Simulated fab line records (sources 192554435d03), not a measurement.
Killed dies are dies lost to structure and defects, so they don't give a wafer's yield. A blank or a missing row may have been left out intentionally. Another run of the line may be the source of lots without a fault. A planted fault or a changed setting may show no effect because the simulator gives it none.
Which of the tools did it?    flow n5-finfet    11 lots, 29 wafers sampled, at 5 steps of a route of 1938

== WHAT EACH GAUGE READ, for each wafer ==
N5_BEOL_M0_SAQP_OVL_MEAS_41. Usual: M0_CUT1_OVL typically reads 0.9 nm, with standard deviation 0.7.
lot   measured      on          M0_CUT1_OVL (nm)  flag
L752  day 5 20:45   overlay-01  1.6 0.8 1.7       
L757  day 6 20:11   overlay-02  -0.4 0.3          
L758  day 7 00:59   overlay-02  0.2 0.2 0.0       
L764  day 8 13:25   overlay-01  1.4 1.9           
L767  day 9 12:54   overlay-02  -0.3 -0.4 0.2     
L768  day 9 21:20   overlay-02  0.9 0.4           
L770  day 10 04:09  overlay-02  1.2 1.2           
L771  day 10 12:19  overlay-02  1.4 -0.5 1.3      
L772  day 10 15:11  overlay-02  0.7 -0.3 0.1      
L774  day 11 09:53  overlay-02  0.6 1.2 0.8       
L775  day 11 10:08  overlay-02  0.5 1.2 1.2       

N5_BEOL_M4_RC_MEAS_101. Usual: DIBL_N 36.6 mV/V, standard deviation 2.1; DIBL_P 36.3 mV/V, standard deviation 2.2; IOFF_N 0.16 nA/um, standard deviation 0.036; IOFF_P 0.21 nA/um, standard deviation 0.038; ION_N 671 uA/um, standard deviation 12; ION_P 460 uA/um, standard deviation 7.5; SS_N 71.8 mV/dec, standard deviation 0.72; SS_P 73.3 mV/dec, standard deviation 0.72; VT_N 250 mV, standard deviation 3.2; VT_P -250 mV, standard deviation 3.5.
lot   measured      on         DIBL_N (mV/V)   DIBL_P (mV/V)   IOFF_N (nA/um)  IOFF_P (nA/um)  ION_N (uA/um)  ION_P (uA/um)  SS_N (mV/dec)   SS_P (mV/dec)   VT_N (mV)    VT_P (mV)       flag
L752  day 7 18:29   prober-02  40.1 35.0 37.9  39.8 35.4 38.1  0.20 0.12 0.16  0.21 0.16 0.19  675 655 669    456 453 456    72.6 71.2 71.4  73.9 72.8 73.9  248 253 252  -254 -257 -257  
L757  day 9 00:14   prober-01  38.7 39.7       37.5 39.3       0.21 0.24       0.27 0.32       697 686        474 464        72.4 72.7       73.8 74.3       246 242      -245 -242       
L758  day 9 04:12   prober-01  38.5 38.6 39.4  37.8 37.6 37.8  0.21 0.19 0.20  0.25 0.24 0.25  682 673 678    463 457 463    72.4 72.1 73.1  73.7 74.1 74.3  245 249 249  -249 -250 -248  
L764  day 10 11:11  prober-01  36.3 38.9       36.0 39.8       0.15 0.22       0.20 0.26       648 677        449 462        71.5 72.6       72.8 73.6       251 246      -248 -245       
L767  day 11 07:45  prober-02  36.7 36.1 38.2  37.9 37.2 38.9  0.18 0.16 0.19  0.20 0.19 0.22  693 675 673    467 455 460    71.2 70.8 72.4  73.5 73.3 73.5  249 250 251  -253 -253 -248  
L768  day 12 03:55  prober-01  34.9 40.3       32.9 40.3       0.12 0.23       0.14 0.26       655 696        446 465        71.3 72.1       72.5 75.3       257 245      -259 -249       
L770  day 12 11:01  prober-02  34.1 36.6       35.0 37.4       0.13 0.18       0.18 0.21       680 669        464 456        71.4 72.4       72.3 73.0       249 249      -251 -252       
L771  day 12 15:39  prober-01  37.1 36.6 35.7  38.6 35.5 35.3  0.14 0.13 0.12  0.21 0.16 0.16  657 653 648    457 443 447    71.7 71.6 71.1  74.2 73.5 72.5  252 254 255  -251 -257 -254  
L772  day 12 19:21  prober-02  37.9 35.5 36.4  37.7 35.2 36.9  0.18 0.14 0.16  0.22 0.19 0.22  672 667 682    451 457 462    71.8 71.7 71.6  73.7 72.5 73.5  250 254 249  -253 -254 -251  
L774  day 13 11:47  prober-01  36.2 36.7 34.0  34.9 35.4 31.1  0.14 0.14 0.10  0.17 0.19 0.13  672 673 659    461 463 451    71.9 71.5 70.7  72.5 73.0 71.5  251 250 254  -255 -253 -258  
L775  day 13 12:16  prober-02  35.4 36.7 36.5  34.1 37.2 36.3  0.15 0.17 0.16  0.20 0.27 0.23  671 686 678    462 478 467    70.7 71.8 71.5  73.4 73.5 74.0  250 247 249  -248 -245 -246  

== EACH LOT AND THE TOOL THAT RAN IT (in order: tool; ch and the chambers of the sampled wafers; start) ==
lot   N5_BEOL_M0_SAQP_ETCH_101            N5_BEOL_M0_SAQP_ETCH_102          N5_BEOL_M0_SAQP_COAT_72
L752  rie-diel-03 ch 0,1,3, day 5 18:18   rie-si-04 ch 0,1,3, day 5 18:25   litho-track-05 ch 0, day 5 20:27
L757  rie-diel-05 ch 0, day 6 17:56       rie-si-01 ch 0,3, day 6 18:02     litho-track-05 ch 0, day 6 19:52
L758  rie-diel-06 ch 0,1,2, day 6 22:50   rie-si-06 ch 0,1,3, day 6 22:56   litho-track-05 ch 0, day 7 00:41
L764  rie-diel-03 ch 0,1, day 8 09:31     rie-si-06 ch 0,1, day 8 09:37     litho-track-01 ch 0, day 8 13:07
L767  rie-diel-05 ch 1,3, day 9 09:11     rie-si-06 ch 2,3, day 9 09:17     litho-track-01 ch 0, day 9 12:28
L768  rie-diel-06 ch 2,3, day 9 18:49     rie-si-06 ch 0,3, day 9 18:55     litho-track-04 ch 0, day 9 20:52
L770  rie-diel-05 ch 0,1, day 10 01:58    rie-si-06 ch 0,2, day 10 02:05    litho-track-01 ch 0, day 10 03:52
L771  rie-diel-03 ch 1,3, day 10 10:16    rie-si-04 ch 0,1,2, day 10 10:22  litho-track-01 ch 0, day 10 12:01
L772  rie-diel-03 ch 0,1,3, day 10 13:06  rie-si-06 ch 0,3, day 10 13:10    litho-track-05 ch 0, day 10 14:52
L774  rie-diel-05 ch 0,1,2, day 11 04:35  rie-si-01 ch 0,1,3, day 11 04:41  litho-track-04 ch 0, day 11 08:36
L775  rie-diel-05 ch 0,2,3, day 11 07:29  rie-si-01 ch 0,2,3, day 11 07:35  litho-track-01 ch 0, day 11 09:38
- N5_BEOL_M0_SAQP_ETCH_101: etches SiNx in CH3F/O2, target depth 29.9 nm, time 42.7 s.
- N5_BEOL_M0_SAQP_ETCH_102: etches SiO2 in CF4, target depth 4 nm, time 4.4 s.
- N5_BEOL_M0_SAQP_COAT_72: time 60 s, resist thk 15 nm.

== AS READ BY THE TOOLS THEMSELVES (means over the sampled wafers that have a number; for cases with no such wafer, the mark the record gives instead) ==
N5_BEOL_M0_SAQP_ETCH_101. Usual: drypump-motor-current-A 5.76 A, standard deviation 0.27; oes-product-au 0.78 a.u., standard deviation 0.075; rf-vpp-V 299 V, standard deviation 5.9; showerhead-plenum-p-Torr 2.00 Torr, standard deviation 0.066; throttle-valve-pct 16.39 %, standard deviation 0.19.
lot   tool         drypump-motor-current-A (A)  oes-product-au (a.u.)  rf-vpp-V (V)  showerhead-plenum-p-Torr (Torr)  throttle-valve-pct (%)  flag
L752  rie-diel-03  5.62                         0.74                   297           1.97                             16.45                   
L757  rie-diel-05  5.84                         0.79                   294           1.92                             16.55                   
L758  rie-diel-06  5.74                         0.72                   297           2.02                             16.43                   
L764  rie-diel-03  5.82                         0.71                   300           1.94                             16.52                   
L767  rie-diel-05  5.87                         0.78                   307           2.03                             16.15                   
L768  rie-diel-06  5.65                         0.79                   294           2.00                             16.41                   
L770  rie-diel-05  5.79                         0.74                   300           1.94                             16.32                   
L771  rie-diel-03  5.55                         0.73                   294           1.97                             16.55                   
L772  rie-diel-03  5.61                         0.71                   297           1.96                             16.55                   
L774  rie-diel-05  5.72                         0.78                   299           1.97                             16.31                   
L775  rie-diel-05  5.85                         0.83                   299           2.02                             16.42                   

N5_BEOL_M0_SAQP_ETCH_102. Usual: drypump-motor-current-A 5.8 A, standard deviation 0.54; oes-product-au 1.014 a.u., standard deviation 0.022; throttle-valve-pct 21.75 %, standard deviation 0.29.
lot   tool       drypump-motor-current-A (A)  oes-product-au (a.u.)  throttle-valve-pct (%)  flag
L752  rie-si-04  5.8                          0.994                  22.01                   
L757  rie-si-01  5.8                          0.989                  21.46                   
L758  rie-si-06  6.3                          1.028                  21.77                   
L764  rie-si-06  6.7                          1.019                  21.83                   
L767  rie-si-06  5.3                          1.017                  21.76                   
L768  rie-si-06  6.1                          1.023                  21.83                   
L770  rie-si-06  5.8                          1.026                  22.02                   
L771  rie-si-04  5.7                          1.008                  21.86                   
L772  rie-si-06  5.9                          1.022                  21.77                   
L774  rie-si-01  5.5                          0.995                  21.46                   
L775  rie-si-01  5.7                          1.010                  21.45                   

N5_BEOL_M0_SAQP_COAT_72. Usual: dispense-pressure-kPa 53.3 kPa, standard deviation 2.9; spin-speed-rpm 1500.1 rpm, standard deviation 0.98.
lot   tool            dispense-pressure-kPa (kPa)  spin-speed-rpm (rpm)  flag
L752  litho-track-05  48.8                         1499.6                
L757  litho-track-05  48.9                         1549.8                OFF
L758  litho-track-05  48.8                         1550.4                OFF
L764  litho-track-01  53.5                         1500.3                
L767  litho-track-01  53.5                         1499.7                
L768  litho-track-04  56.8                         1500.2                
L770  litho-track-01  53.5                         1499.8                
L771  litho-track-01  53.5                         1500.6                
L772  litho-track-05  48.8                         1499.0                
L774  litho-track-04  56.8                         1500.5                
L775  litho-track-01  53.6                         1499.4                

== THE ANSWER, worked out from the rows above alone ==
Rule: lot off if the mean of its wafers having a number is beyond 3 standard deviations from the usual mean. A lot without any number at a reading at which 4 lots or more have one is off too. Any other lot the step has rows for is counted as sound. After the gauges, taken in route order, come the tools' own readings; for these a lot's mean is taken, as printed above. At the first step where some lot is off, the reading lying furthest off is the one used; lots without a number count as furthest.
Off: L757, L758, at N5_BEOL_M0_SAQP_COAT_72 (spin-speed-rpm).
A tool fits if, at that step or a process step before it, it ran every lot that is off, and no sound lot after the first of them. No candidate that was tried fits.

== WHAT HAD BEEN PUT IN BY THE SIMULATOR ==
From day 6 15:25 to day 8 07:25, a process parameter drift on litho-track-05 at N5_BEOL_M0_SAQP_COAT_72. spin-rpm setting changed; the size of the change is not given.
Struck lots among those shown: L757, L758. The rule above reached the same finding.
